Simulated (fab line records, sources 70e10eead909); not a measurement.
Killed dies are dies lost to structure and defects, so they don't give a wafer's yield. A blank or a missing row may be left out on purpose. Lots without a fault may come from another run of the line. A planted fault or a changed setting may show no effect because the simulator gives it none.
Chamber matching | flow nand_harc | NHARC_A_M1_ETCH_35 on rie_diel-02: 4 sister chambers
The step etches the open film in N2/H2, target depth 40 nm, overetch 12 nm, time 43.94 s. 4 wafers are shown with their chamber, then 12 later ones without.

WAFERS WITH THEIR CHAMBER
wafer  | chamber | drypump_motor_current_A (A)
L092.1 | 0       | 5.8
L090.1 | 3       | 5.6
L090.4 | 2       | 5.2
L090.5 | 1       | 6.2

WAFERS WITHOUT THEIR CHAMBER
wafer  | drypump_motor_current_A (A)
L093.1 | 5.6
L093.4 | 6.2
L093.5 | 5.2
L095.2 | 5.2
L095.3 | 5.8
L095.6 | 6.2
L097.3 | 6.2
L097.4 | 5.2
L097.6 | 5.6
L094.1 | 5.9
L094.2 | 6.2
L094.4 | 5.2

WHICH CHAMBER EACH WENT THROUGH
wafer  | from the rows above | in truth
L093.1 | 3                   | 3
L093.4 | 1                   | 1
L093.5 | 2                   | 2
L095.2 | 2                   | 2
L095.3 | 0                   | 0
L095.6 | 1                   | 1
L097.3 | 1                   | 1
L097.4 | 2                   | 2
L097.6 | 3                   | 3
L094.1 | 0                   | 0
L094.2 | 1                   | 1
L094.4 | 2                   | 2
Placed correctly: 12 of 12. Can't be placed from these rows: 0. Placed wrongly: 0.
How it was worked out, from the rows above alone: a wafer's distance from a chamber is the root of the sum, over the readings, of the square of ((its reading less the chamber's mean) divided by the reading's scatter). The wafer belongs to the nearest chamber; if the next one is less than 2 further off, it can't be placed. A chamber's mean is the mean of its shown wafers. The scatter: with one shown wafer a chamber, the root of the mean of the squares of how far each hidden wafer lies from its nearest shown one.
